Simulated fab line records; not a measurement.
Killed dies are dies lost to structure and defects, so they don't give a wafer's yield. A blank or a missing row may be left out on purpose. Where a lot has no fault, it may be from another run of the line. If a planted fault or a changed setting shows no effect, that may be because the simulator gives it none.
Which tool was responsible? | flow n5_finfet | 9 lots, 27 wafers sampled, at 4 steps of a route of 1938

## WHAT THE GAUGES READ, wafer by wafer
N5_BEOL_M4_RC_MEAS_101. Usual: DIBL_N 36.7 mV/V, standard deviation 1.8; DIBL_P 37.0 mV/V, standard deviation 2.4; IOFF_N 0.17 nA/um, standard deviation 0.036; IOFF_P 0.22 nA/um, standard deviation 0.042; ION_N 673 uA/um, standard deviation 12; ION_P 462 uA/um, standard deviation 8.5; RS_NWELL 1036 ohm/sq, standard deviation 7.1; SS_N 71.7 mV/dec, standard deviation 0.62; SS_P 73.4 mV/dec, standard deviation 0.65; VT_N 250 mV, standard deviation 3.7; VT_P -250 mV, standard deviation 3.7.
lot  | measured     | on        | DIBL_N (mV/V)  | DIBL_P (mV/V)  | IOFF_N (nA/um) | IOFF_P (nA/um) | ION_N (uA/um) | ION_P (uA/um) | RS_NWELL (ohm/sq) | SS_N (mV/dec)  | SS_P (mV/dec)  | VT_N (mV)   | VT_P (mV)      | flag
L615 | day 8 22:50  | prober-01 | 38.0 36.5 37.5 | 39.7 37.5 39.1 | 0.19 0.16 0.18 | 0.24 0.20 0.23 | 682 676 678   | 462 460 458   | 1030 1036 1037    | 72.3 71.0 71.5 | 73.6 73.5 74.0 | 247 250 248 | -250 -252 -251 |
L616 | day 8 20:34  | prober-02 | 38.5 38.2 37.8 | 39.0 39.0 37.4 | 0.19 0.21 0.19 | 0.25 0.24 0.22 | 671 675 667   | 461 460 457   | 1038 1027 1032    | 71.5 71.9 72.0 | 73.3 74.6 73.4 | 250 245 250 | -250 -250 -249 |
L617 | day 9 03:59  | prober-02 | 36.8 36.4 38.0 | 37.0 36.0 38.4 | 0.15 0.14 0.18 | 0.20 0.18 0.21 | 660 666 667   | 460 460 457   | 1034 1034 1041    | 72.2 71.8 72.5 | 73.1 73.5 73.6 | 252 253 251 | -253 -255 -253 |
L618 | day 9 19:53  | prober-02 | 38.2 35.4 36.1 | 38.0 34.7 35.7 | 0.18 0.13 0.15 | 0.24 0.20 0.21 | 671 674 661   | 462 470 462   | 1046 1036 1040    | 72.3 71.2 71.0 | 73.9 72.7 72.8 | 249 253 250 | -246 -248 -251 |
L619 | day 9 22:57  | prober-02 | 34.1 36.1 33.6 | 34.9 36.7 34.7 | 0.11 0.13 0.11 | 0.15 0.18 0.15 | 642 654 647   | 447 443 446   | 1053 1049 1042    | 71.1 71.3 70.5 | 73.3 72.7 72.5 | 257 257 256 | -253 -252 -255 |
L620 | day 9 12:34  | prober-01 | 37.7 34.6 35.9 | 38.4 34.7 35.1 | 0.17 0.13 0.14 | 0.21 0.16 0.17 | 670 671 655   | 455 456 447   | 1970 1971 1961    | 72.2 71.1 71.1 | 73.5 72.0 73.6 | 251 252 252 | -253 -255 -254 | OFF
L622 | day 10 08:27 | prober-02 | 36.2 37.4      | 37.7 38.6      | 0.16 0.18      | 0.22 0.25      | 675 677       | 471 468       | 1961 1986         | 71.6 72.3      | 73.5 73.3      | 249 248     | -246 -248      | OFF
L623 | day 10 17:55 | prober-02 | 38.2 37.5      | 38.3 37.9      | 0.18 0.17      | 0.20 0.21      | 672 670       | 456 451       | 1920 1929         | 72.0 71.7      | 73.1 73.3      | 248 247     | -255 -251      | OFF
L624 | day 10 21:43 | prober-01 | 35.9 35.4      | 35.9 35.4      | 0.17 0.15      | 0.25 0.24      | 683 667       | 479 470       | 1935 1942         | 71.0 72.1      | 72.7 72.2      | 246 250     | -244 -244      | OFF

## WHICH TOOL RAN EACH LOT (tool, then ch and the chambers of the sampled wafers, then the start)
lot  | N5_WELL_APT_IMPLANT_14         | N5_BEOL_M4_SPUTTER_86        | N5_BEOL_M4_ANNEAL_51
L615 | implanter-02 ch 0, day 1 13:50 | pvd_sputter-03, day 8 19:45  | rtp_anneal-01 ch 0, day 8 21:32
L616 | implanter-01 ch 0, day 1 19:51 | pvd_sputter-01, day 8 18:07  | rtp_anneal-02 ch 0, day 8 19:27
L617 | implanter-02 ch 0, day 2 02:00 | pvd_sputter-01, day 9 01:46  | rtp_anneal-01 ch 0, day 9 03:04
L618 | implanter-01 ch 0, day 2 07:53 | pvd_sputter-01, day 9 17:32  | rtp_anneal-01 ch 0, day 9 18:55
L619 | implanter-02 ch 0, day 2 14:04 | pvd_sputter-01, day 9 20:23  | rtp_anneal-02 ch 0, day 9 21:56
L620 | implanter-01 ch 0, day 2 20:40 | pvd_sputter-03, day 9 10:19  | rtp_anneal-02 ch 0, day 9 11:36
L622 | implanter-01 ch 0, day 3 08:06 | pvd_sputter-01, day 10 05:52 | rtp_anneal-01 ch 0, day 10 07:15
L623 | implanter-02 ch 0, day 3 14:25 | pvd_sputter-02, day 10 14:48 | rtp_anneal-01 ch 0, day 10 16:19
L624 | implanter-01 ch 0, day 3 19:56 | pvd_sputter-02, day 10 18:56 | rtp_anneal-02 ch 0, day 10 20:16
- N5_WELL_APT_IMPLANT_14
- N5_BEOL_M4_SPUTTER_86: material Cu, target thk 4.5 nm, time 8.29 s.
- N5_BEOL_M4_ANNEAL_51: time 90 s.

## WHAT THE TOOLS THEMSELVES READ (means of the sampled wafers that have a number; where no wafer has one, the mark that the record gives instead)
N5_WELL_APT_IMPLANT_14. Usual: dose_ions_cm2 1.5001e+13, standard deviation 1.5e+10; end_station_pressure_torr 5.13e-06 Torr, standard deviation 2.8e-07.
lot  | tool         | dose_ions_cm2 | end_station_pressure_torr (Torr) | flag
L615 | implanter-02 | 1.5006e+13    | 5.08e-06                         |
L616 | implanter-01 | 1.4994e+13    | 5.19e-06                         |
L617 | implanter-02 | 1.4991e+13    | 4.87e-06                         |
L618 | implanter-01 | 1.5016e+13    | 5.04e-06                         |
L619 | implanter-02 | 1.4999e+13    | 5.12e-06                         |
L620 | implanter-01 | 1.5018e+13    | 5.18e-06                         |
L622 | implanter-01 | 1.5019e+13    | 5.02e-06                         |
L623 | implanter-02 | 1.4998e+13    | 5.34e-06                         |
L624 | implanter-01 | 1.4990e+13    | 5.04e-06                         |

N5_BEOL_M4_SPUTTER_86. Usual: throttle_valve_pct 30.4 %, standard deviation 0.98.
lot  | tool           | throttle_valve_pct (%) | flag
L615 | pvd_sputter-03 | 30.1                   |
L616 | pvd_sputter-01 | 30.2                   |
L617 | pvd_sputter-01 | 31.3                   |
L618 | pvd_sputter-01 | 30.7                   |
L619 | pvd_sputter-01 | 30.0                   |
L620 | pvd_sputter-03 | 30.6                   |
L622 | pvd_sputter-01 | 31.4                   |
L623 | pvd_sputter-02 | 28.7                   |
L624 | pvd_sputter-02 | 29.1                   |

N5_BEOL_M4_ANNEAL_51. Usual: wafer_temp_C_max 225.94, standard deviation 0.3.
lot  | tool          | wafer_temp_C_max | flag
L615 | rtp_anneal-01 | 225.76           |
L616 | rtp_anneal-02 | 226.02           |
L617 | rtp_anneal-01 | 225.72           |
L618 | rtp_anneal-01 | 225.66           |
L619 | rtp_anneal-02 | 226.15           |
L620 | rtp_anneal-02 | 226.44           |
L622 | rtp_anneal-01 | 225.80           |
L623 | rtp_anneal-01 | 225.88           |
L624 | rtp_anneal-02 | 225.97           |

## THE ANSWER, worked out from the rows above alone
Rule: take the mean of a lot's wafers that have a number; if it is more than 3 standard deviations from the usual mean, the lot is off. Also off: a lot with no number at a reading for which 4 or more lots have one. Where the step has rows for the other lots, those lots are counted as sound. The gauges are gone through in route order, then the tools' own readings, and for those a lot's mean is taken as printed above. The first step at which some lot is off is used, and at that step the reading that is off furthest; a lot without a number counts as furthest.
Off: L620, L622, L623, L624, at N5_BEOL_M4_RC_MEAS_101 (RS_NWELL).
A tool fits if, at a process step before that reading, it ran every lot that is off, and no sound lot after the first of them. The gauges at N5_BEOL_M4_RC_MEAS_101 are tried like those tools. None of those tried fits.

## WHAT THE SIMULATOR HAD PUT IN
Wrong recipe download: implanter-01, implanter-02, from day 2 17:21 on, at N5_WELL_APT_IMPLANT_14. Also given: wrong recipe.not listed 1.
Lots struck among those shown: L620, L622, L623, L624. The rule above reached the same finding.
